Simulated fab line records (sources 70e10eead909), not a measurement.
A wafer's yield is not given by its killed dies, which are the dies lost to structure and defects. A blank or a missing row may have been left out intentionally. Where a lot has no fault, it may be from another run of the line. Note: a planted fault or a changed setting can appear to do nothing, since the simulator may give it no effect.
A struck lot beside a sound one	flow nandHarc	22 out of 1159 route steps
Sound: wafers L465.2, L465.4, L465.5. Struck: wafers L472.2, L472.3, L472.6. At the end, the cause is stated.
For every step that has rows: the tool of each side, followed by ch and its chambers, followed by its first start. Under that, the readings that differ: sound wafers	struck wafers	difference of the means	sigmas: that difference in standard deviations of wafers without a fault.
alike: same words and numbers on both sides, and readings whose means sit less than 2 such deviations apart. not compared: any withheld reading, any reading some wafer has no value for, any bound like >300 that may hide the same value, and any number with overlapping values for which the record gives no deviation.
A row with sigmas, a row that says differs or no value, or rows on one side alone: a step with any of these is where the two part. Numbers that don't overlap but have no deviation are shown without sigmas and don't part them. Lack of a reading on every wafer of one side parts them only where that side has two or more wafers.

NHARC_A_BLC_CVD_24: deposits W, target thk 150 nm, time 434 s.
  sound: cvdW-02 ch 0,1; struck: cvdW-02 ch 0,1
  alike: heaterPowerW, throttleValvePct
NHARC_A_BLC_CMP_25: polishes, t overpolish 30 s, target thk 150 nm.
  sound on cmp-01 ch 0,2,3, day 17 16:24; struck on cmp-01 ch 1,2,3, day 19 21:13
  alike: motorCurrentA, overpolishRunS, timeToEndpointS
next, for these wafers, 1 step has no rows: NHARC_A_BLC_SRD_27.
NHARC_A_BLC_INSPECT_28:
  sound on defectInspect-02, day 17 16:49; struck on defectInspect-02, day 19 21:35
  alike: rawDefectCount
then, 7 steps without rows for these wafers: NHARC_A_M0_DEP_00 (deposits SiOC, target thk 150 nm); NHARC_A_M0_DEHYDRATE_01 (time 120 s); NHARC_A_M0_HMDS_02 (time 30 s); NHARC_A_M0_COAT_33 (time 65 s); NHARC_A_M0_COAT_03 (resist thk 90 nm); NHARC_A_M0_SOFTBAKE_04 (time 55 s); NHARC_A_M0_EBR_05.
NHARC_A_M0_EXPOSE_06: exposes mask A M0, target cd 80 nm.
  sound on arfiScanner-03 ch 0, day 17 17:35; struck on arfiScanner-03 ch 0, day 19 22:22
reading	sound	struck	difference	sigmas
exposureDoseMJCm2	83.23 83.22 83.22	85.54 85.58 85.61	+2.35	+27
  alike: mask
then, 2 steps without rows for these wafers: NHARC_A_M0_PEB_07 (peb time 65 s); NHARC_A_M0_DEVELOP_08 (develop time 35 s).
NHARC_A_M0_CD_MEAS_09 targets a cd of 80 nm.
  sound on cdSem-01 ch 0, day 17 17:43; struck on cdSem-01 ch 0, day 19 22:29
  alike: cdNm
NHARC_A_M0_OVL_MEAS_10: pitch 160 nm.
  sound on overlay-01, day 17 17:48; struck on overlay-02, day 19 22:35
  alike: overlayXNm, overlayYNm
NHARC_A_M0_INSPECT_11:
  sound on defectInspect-01, day 17 17:52; struck on defectInspect-02, day 19 22:37
  alike: rawDefectCount
NHARC_A_M0_DESCUM_14: chemistry O2, time 3 s.
  sound on rieDiel-07 ch 0,2,3, day 17 17:56; struck on rieDiel-04 ch 0,2, day 19 22:41
  alike: drypumpMotorCurrentA, oesProductAu, rfVppV, showerheadPlenumPTorr, throttleValvePct
  not compared: rfHoursCounterH, model.A_M0.cdNm
NHARC_A_M0_ETCH_34: etches the open film in N2/H2, target depth 40 nm, overetch 12 nm, time 43.94 s.
  sound on rieDiel-07 ch 0,2,3, day 17 18:01; struck on rieDiel-04 ch 0,1, day 19 22:46
  alike: drypumpMotorCurrentA, oesProductAu, rfVppV, showerheadPlenumPTorr, throttleValvePct
  not compared: rfHoursCounterH
NHARC_A_M0_ETCH_15: etches the open film in C4F8/Ar, target depth 150 nm, overetch 15 nm, time 82.5 s.
  sound: rieDiel-07 ch 0,1; struck: rieDiel-04 ch 0,1,3
  alike: oesProductAu, rfVppV
  not compared: rfHoursCounterH, model.A_M0.cdNm
NHARC_A_M0_CD_MEAS_16:
  sound on cdSem-02, day 17 18:13; struck on cdSem-03, day 19 22:59
  alike: cdNm
NHARC_END_SORT_01:
  sound on prober-01 ch 0, day 19 16:34; struck on prober-01 ch 0, day 21 16:56
reading	sound	struck	difference	sigmas
killedAtOther	5 2 3	1 1 2	-2	-2
  alike: defectLimitedYield, killedAtArray, killedAtPeriphery, killedDies, killedOpen, killedShort, sort_bin_2_pct, sort_bin_3_pct, sort_bin_4_pct, sortNPass, sortRimYieldPct, sortYieldPct

## WHERE THEY PART
Last at NHARC_END_SORT_01 as far as this record goes, first at NHARC_A_M0_EXPOSE_06.

WHY: the cause the simulator had injected
Process parameter drift: arfiScanner-03, from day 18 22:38 on, at NHARC_A_M0_EXPOSE_06. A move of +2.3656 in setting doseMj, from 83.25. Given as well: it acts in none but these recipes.
